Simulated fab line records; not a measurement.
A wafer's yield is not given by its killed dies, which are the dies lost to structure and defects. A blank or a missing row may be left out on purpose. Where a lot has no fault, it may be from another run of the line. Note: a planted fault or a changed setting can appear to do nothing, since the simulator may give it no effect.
fab line records	flow nand_harc
record lots=11	wafers=33	last_day=32
route steps=1302 shown P_ZERO_WELL@16
lots with no fault: from the same line, run without faults
start_h: hours from the record's first day to the start of the lot's first wafer shown	wait_h: hours from the lot's prior step to this one	" identical to the entry in the row above	L1.1+2: a single row standing in for several wafers	- no value, or no start was given	* or withheld: withheld	< > ~ a bound
route shown NAME@n: a module of which the file shows steps, and the number in the route of the first	usual: the fault-free wafers' mean and standard deviation	same: alike in all rows	chamber/n: place in a boat	sites: the reading at each site	_std_site: their standard deviation	_edge_site: mean of outer sites minus mean of inner sites	radius_mm: how far each site lies from the wafer's centre	mask NAME#n: copy n	behind: the last tool/chamber to shape the wafer	hold: what put the lot on hold/how long, in hours/how the hold closed	device: the n, p or np transistor that did not switch	end of line: tests run on the same wafers once the route is complete	a step given without rows: its recipe and nothing more	killed: count of dies lost to structure and defects at first sort (not the wafer's yield)	map: the dies of a wafer, with x for killed, . for not killed, _ for no die there
set.NAME: the setting as run; set.NAME@STEP: as run at that earlier step	model.NAME: the simulator's own value behind a step, which no gauge read
one table for each step of the route and one row for each wafer, over a sample of lots
services: when a tool's chamber went out of use (start_h, in hours from the record's first day, below 0 if earlier), for how many hours, and the reason
## steps
# step NHARC_P_ZERO_WELL_DESCUM_13
# recipe time_s=3	o2_flow_sccm=200	ar_flow_sccm=0	bias_power_w=0	chemistry=O2
# usual drypump_motor_current_A=5.9/0.41	oes_product_au=1.005/0.011	rf_vpp_V=57.9/0.87	showerhead_plenum_p_Torr=1.91/0.07	throttle_valve_pct=11.312/0.0089
# same bias_power_w=0
lot.wafer	tool	chamber	start_h	wait_h	drypump_motor_current_A	oes_product_au	rf_hours_counter_h	rf_vpp_V	showerhead_plenum_p_Torr	throttle_valve_pct
L109.3	rie_diel-07	1	21.40	-	6.3	0.995	24	57.4	1.96	11.312
L109.2	"	2	"	"	5.8	0.986	21	57.5	1.83	11.324
L109.5	"	2	"	"	5.8	0.982	-	59.1	1.83	11.313
L111.3	rie_diel-11	2	41.40	-	5.5	1.013	44	57.2	1.87	11.302
L111.5	"	2	"	"	5.5	1.009	-	58.3	1.87	11.314
L111.6	"	3	"	"	6.3	0.999	-	59.1	2.01	11.312
L112.2	rie_diel-11	1	51.39	-	6.4	0.996	46	57.1	1.99	11.295
L112.4	"	0	"	"	5.3	0.998	43	56.4	1.77	11.308
L112.6	"	2	"	"	5.5	1.006	-	58.8	1.87	11.320
L113.3	rie_diel-10	1	61.42	-	6.1	1.005	48	58.1	1.89	11.312
L113.4	"	2	"	"	5.5	1.009	46	56.5	1.81	11.311
L113.5	"	1	"	"	6.1	0.993	-	58.7	1.89	11.322
L114.2	rie_diel-11	3	71.45	-	6.3	1.016	53	58.5	2.00	11.309
L114.5	"	0	"	"	5.3	1.013	-	59.0	1.77	11.308
L114.6	"	1	"	"	6.4	1.014	-	57.9	1.99	11.315
L115.3	rie_diel-07	3	81.39	-	6.0	1.005	46	59.0	1.91	11.318
L115.4	"	0	"	"	5.1	1.016	46	58.1	1.90	11.332
L115.6	"	3	"	"	6.0	0.993	-	56.8	1.91	11.317
L116.4	rie_diel-07	2	91.50	-	5.7	0.986	45	58.2	1.82	11.321
L116.2	"	0	"	"	5.1	1.004	51	56.7	1.90	11.297
L116.6	"	1	"	"	6.2	0.985	-	56.8	1.95	11.300
L117.2	rie_diel-07	2	101.30	-	5.7	0.989	48	58.4	1.82	11.318
L117.4	"	0	"	"	5.1	1.027	53	59.4	1.90	11.313
L117.5	"	3	"	"	6.0	0.996	-	56.8	1.91	11.302
L120.3	rie_diel-07	3	131.58	-	6.0	1.006	1	56.6	1.91	11.319
L120.2	"	1	"	"	6.3	0.998	1	57.3	1.95	11.317
L120.5	"	2	"	"	5.7	0.980	-	59.6	1.81	11.317
L129.1	rie_diel-10	3	221.39	-	6.2	1.018	47	57.3	1.96	11.309
L129.3	"	1	"	"	6.1	0.998	49	58.5	1.88	11.320
L129.6	"	3	"	"	6.2	1.013	-	58.6	1.96	11.304
L132.3	rie_diel-11	3	251.41	-	6.3	1.002	54	58.4	1.99	11.313
L132.1	"	1	"	"	6.3	1.004	65	57.4	1.97	11.311
L132.5	"	2	"	"	5.5	1.024	-	56.3	1.85	11.303
# step NHARC_P_ZERO_WELL_ETCH_62
# recipe target_depth_a=130	time_s=6.5	chf3_flow_sccm=50	ar_flow_sccm=200	rf_w=500	bias_w=200	chemistry=CHF3/Ar
# usual drypump_motor_current_A=5.9/0.42	oes_product_au=0.968/0.015	rf_vpp_V=370.5/2.1	showerhead_plenum_p_Torr=2.34/0.087	throttle_valve_pct=20.218/0.0087
lot.wafer	tool	chamber	start_h	wait_h	drypump_motor_current_A	oes_product_au	rf_hours_counter_h	rf_vpp_V	showerhead_plenum_p_Torr	throttle_valve_pct
L109.2	rie_diel-07	1	-	-	6.3	0.932	24	372.2	2.40	20.212
L109.3	"	3	"	"	6.0	0.964	22	370.6	2.35	20.218
L109.5	"	0	"	"	5.1	0.974	-	372.6	2.34	20.209
L111.3	rie_diel-11	3	-	-	6.3	0.968	45	372.9	2.45	20.223
L111.5	"	0	"	"	5.3	0.986	-	367.7	2.18	20.214
L111.6	"	1	"	"	6.4	0.984	-	370.6	2.44	20.217
L112.4	rie_diel-11	2	-	-	5.6	0.961	45	369.5	2.29	20.215
L112.2	"	0	"	"	5.3	0.976	43	367.0	2.18	20.214
L112.6	"	3	"	"	6.3	0.975	-	372.5	2.45	20.201
L113.3	rie_diel-10	3	-	-	6.1	0.984	46	371.1	2.42	20.206
L113.4	"	0	"	"	6.3	0.968	48	370.7	2.36	20.203
L113.5	"	2	"	"	5.5	0.983	-	369.9	2.22	20.230
L114.2	rie_diel-11	1	-	-	6.3	0.980	51	371.5	2.44	20.213
L114.5	"	0	"	"	5.3	0.976	-	367.0	2.18	20.220
L114.6	"	1	"	"	6.4	0.974	-	374.5	2.44	20.210
L115.4	rie_diel-07	1	-	-	6.3	0.971	45	371.8	2.39	20.226
L115.3	"	3	"	"	6.0	0.959	46	369.4	2.34	20.215
L115.6	"	2	"	"	5.8	0.967	-	367.5	2.23	20.202
L116.2	rie_diel-07	0	-	-	5.1	1.000	51	369.3	2.33	20.204
L116.4	"	3	"	"	6.0	0.986	49	371.3	2.34	20.215
L116.6	"	1	"	"	6.3	0.948	-	371.0	2.39	20.204
L117.2	rie_diel-07	2	-	-	5.8	0.947	48	367.8	2.23	20.228
L117.4	"	0	"	"	5.1	0.999	53	370.3	2.33	20.236
L117.5	"	2	"	"	5.8	0.949	-	369.8	2.23	20.208
L120.2	rie_diel-07	3	-	-	6.0	0.975	1	370.4	2.34	20.222
L120.3	"	0	"	"	5.1	0.978	1	369.4	2.33	20.215
L120.5	"	1	"	"	6.3	0.970	-	370.8	2.38	20.214
L129.3	rie_diel-10	2	-	-	5.5	0.978	51	365.9	2.20	20.205
L129.1	"	1	"	"	6.1	0.961	49	369.4	2.30	20.219
L129.6	"	3	"	"	6.1	0.979	-	373.0	2.40	20.216
L132.1	rie_diel-11	1	-	-	6.4	0.983	65	372.0	2.41	20.222
L132.3	"	2	"	"	5.6	0.972	57	369.9	2.27	20.215
L132.5	"	1	"	"	6.4	0.983	-	372.2	2.41	20.215
# step NHARC_P_ZERO_WELL_EXPOSE_49
# recipe na=0.6	target_cd_nm=2000	dose_mj=22.64	mask_id=P_HVPW
# usual focus_offset_nm=-0.1/0.51
lot.wafer	tool	chamber	start_h	wait_h	mask	focus_offset_nm
L109.2	krf_scanner-02	0	25.64	-	P_HVPW#0	0.4
L109.3	"	0	"	"	P_HVPW#0	-0.5
L109.5	"	0	"	"	P_HVPW#0	0.0
L111.3	krf_scanner-03	0	45.78	-	P_HVPW#0	-0.1
L111.5	"	0	"	"	P_HVPW#0	-0.1
L111.6	"	0	"	"	P_HVPW#0	-0.6
L112.2	krf_scanner-02	0	55.63	-	P_HVPW#0	-0.4
L112.4	"	0	"	"	P_HVPW#0	-0.5
L112.6	"	0	"	"	P_HVPW#0	0.0
L113.3	krf_scanner-02	0	65.59	-	P_HVPW#0	-0.2
L113.4	"	0	"	"	P_HVPW#0	0.3
L113.5	"	0	"	"	P_HVPW#0	-0.9
L114.2	krf_scanner-03	0	75.65	-	P_HVPW#0	0.3
L114.5	"	0	"	"	P_HVPW#0	0.0
L114.6	"	0	"	"	P_HVPW#0	-0.1
L115.3	krf_scanner-02	0	85.75	-	P_HVPW#0	-0.8
L115.4	"	0	"	"	P_HVPW#0	0.8
L115.6	"	0	"	"	P_HVPW#0	0.5
L116.2	krf_scanner-04	0	95.83	-	P_HVPW#0	-0.1
L116.4	"	0	"	"	P_HVPW#0	-0.8
L116.6	"	0	"	"	P_HVPW#0	-0.6
L117.2	krf_scanner-02	0	105.67	-	P_HVPW#0	-0.2
L117.4	"	0	"	"	P_HVPW#0	-0.2
L117.5	"	0	"	"	P_HVPW#0	-0.1
L120.2	krf_scanner-02	0	135.77	-	P_HVPW#0	0.1
L120.3	"	0	"	"	P_HVPW#0	0.9
L120.5	"	0	"	"	P_HVPW#0	-0.6
L129.1	krf_scanner-02	0	225.82	-	P_HVPW#0	-0.3
L129.3	"	0	"	"	P_HVPW#0	0.0
L129.6	"	0	"	"	P_HVPW#0	-0.1
L132.1	krf_scanner-04	0	255.78	-	P_HVPW#0	-0.2
L132.3	"	0	"	"	P_HVPW#0	-0.4
L132.5	"	0	"	"	P_HVPW#0	0.1
# step NHARC_P_ZERO_WELL_CD_MEAS_52
# recipe target_cd_nm=2000	landing_energy_ev=500
# usual cd_nm=1999.8/2
lot.wafer	tool	chamber	start_h	wait_h	hold	cd_nm
L109.2	cd_sem-01	0	25.80	-	-	2002.4
L109.3	"	0	"	"	-	1999.8
L109.5	"	0	"	"	-	1999.6
L111.3	cd_sem-01	0	45.93	-	-	1998.3
L111.5	"	0	"	"	-	1997.3
L111.6	"	0	"	"	-	1995.7
L112.2	cd_sem-03	0	55.78	-	-	2000.7
L112.4	"	0	"	"	-	1998.7
L112.6	"	0	"	"	-	1999.7
L113.3	cd_sem-03	0	65.74	-	-	2000.8
L113.4	"	0	"	"	-	2001.7
L113.5	"	0	"	"	-	1999.5
L114.2	cd_sem-02	0	75.81	-	-	1997.3
L114.5	"	0	"	"	-	1999.0
L114.6	"	0	"	"	-	1999.5
L115.3	cd_sem-02	0	85.90	-	-	1997.9
L115.4	"	0	"	"	-	2000.3
L115.6	"	0	"	"	-	1997.8
L116.2	cd_sem-02	0	95.98	-	-	1999.9
L116.4	"	0	"	"	-	2002.0
L116.6	"	0	"	"	-	2001.4
L117.2	cd_sem-01	0	105.83	-	-	2000.7
L117.4	"	0	"	"	-	1998.8
L117.5	"	0	"	"	-	2002.1
L120.2	cd_sem-02	0	135.92	-	-	1999.4
L120.3	"	0	"	"	-	2002.3
L120.5	"	0	"	"	-	2002.9
L129.1	cd_sem-01	0	225.98	-	await_dispo/0.2h/release	2045.6
L129.3	"	0	"	"	await_dispo/0.2h/release	2001.2
L129.6	"	0	"	"	await_dispo/0.2h/release	2042.4
L129.1	cd_sem-01	0	-	-	-	2045.7
L129.3	"	0	"	"	-	2000.9
L129.6	"	0	"	"	-	2042.4
L132.1	cd_sem-02	0	255.94	-	-	2003.8
L132.3	"	0	"	"	-	2003.8
L132.5	"	0	"	"	-	2003.1
# step NHARC_P_ZERO_WELL_INSPECT_43
# usual raw_defect_count=14/6.4
lot.wafer	tool	chamber	start_h	wait_h	raw_defect_count
L109.2	defect_inspect-01	-	27.61	0.5	18
L109.3	"	-	"	"	5
L109.5	"	-	"	"	11
L111.3	defect_inspect-02	-	47.74	0.4	3
L111.5	"	-	"	"	7
L111.6	"	-	"	"	9
L112.2	defect_inspect-01	-	57.67	0.5	5
L112.4	"	-	"	"	7
L112.6	"	-	"	"	12
L113.3	defect_inspect-02	-	67.55	0.4	12
L113.4	"	-	"	"	16
L113.5	"	-	"	"	7
L114.2	defect_inspect-01	-	77.60	0.5	20
L114.5	"	-	"	"	10
L114.6	"	-	"	"	25
L115.3	defect_inspect-01	-	87.75	0.4	14
L115.4	"	-	"	"	10
L115.6	"	-	"	"	13
L116.2	defect_inspect-02	-	97.88	0.5	21
L116.4	"	-	"	"	17
L116.6	"	-	"	"	17
L117.2	defect_inspect-02	-	107.67	0.5	13
L117.4	"	-	"	"	13
L117.5	"	-	"	"	11
L120.2	defect_inspect-02	-	137.74	0.5	15
L120.3	"	-	"	"	9
L120.5	"	-	"	"	8
L129.1	defect_inspect-01	-	232.35	0.6	7
L129.3	"	-	"	"	16
L129.6	"	-	"	"	8
L132.1	defect_inspect-01	-	257.76	0.6	13
L132.3	"	-	"	"	25
L132.5	"	-	"	"	16
## services
tool	chamber	start_h	hours	kind
rie_diel-07	0	-1.72	-	clean
rie_diel-07	1	-1.72	-	clean
rie_diel-07	2	-1.72	-	clean
rie_diel-07	3	-1.72	-	clean
rie_diel-10	3	9.03	1.5	repair
krf_scanner-04	-	10.00	4.0	pm
rie_diel-07	0	22.78	-	clean
krf_scanner-03	-	52.00	4.0	pm
krf_scanner-04	-	52.65	6.1	repair
rie_diel-10	-	71.53	9.0	pm
rie_diel-11	-	79.93	9.0	pm
krf_scanner-04	-	80.15	4.2	repair
krf_scanner-02	-	94.00	4.0	pm
krf_scanner-03	-	107.34	0.8	repair
krf_scanner-02	-	112.61	0.4	repair
rie_diel-11	-	117.97	0.4	repair
rie_diel-07	-	118.04	9.0	pm
krf_scanner-03	-	175.77	4.2	repair
krf_scanner-04	-	182.00	4.0	pm
rie_diel-10	-	186.86	0.5	repair
krf_scanner-04	-	216.87	0.7	repair
rie_diel-07	1	221.90	10.4	repair
krf_scanner-03	-	224.00	4.0	pm
rie_diel-10	-	248.53	9.0	pm
## key
first_sign step=NHARC_P_ZERO_WELL_CD_MEAS_52	reading=visit	direction=added
effect step=NHARC_P_ZERO_WELL_CD_MEAS_52	reading=cd_nm	direction=up	sigmas=22	usual=1999.8	struck=2044.0
met_at NHARC_P_ZERO_WELL_EXPOSE_49
struck_lots L129
struck_wafers L129.1,L129.6
tester_left_out L129
not_acting_at NHARC_P_ZERO_WELL_DESCUM_13,NHARC_P_ZERO_WELL_ETCH_62,NHARC_P_ZERO_WELL_INSPECT_43
onset_between 135.77 225.82
fault kind=process_parameter_drift	tool=krf_scanner-02	chamber=-	onset_h=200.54	steps=NHARC_P_ZERO_WELL_EXPOSE_49	channel=focus_nm	offset=539.11	shape=step	end_h=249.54	scope=struck_wafers_only
# tester_left_out: of these lots the tester's yield and bins aren't shown, on N5 and GAA mostly nor the transistor test; their killed dies are dies lost to structure and defects alone, not to doping, threshold or leakage, so they don't give the yield
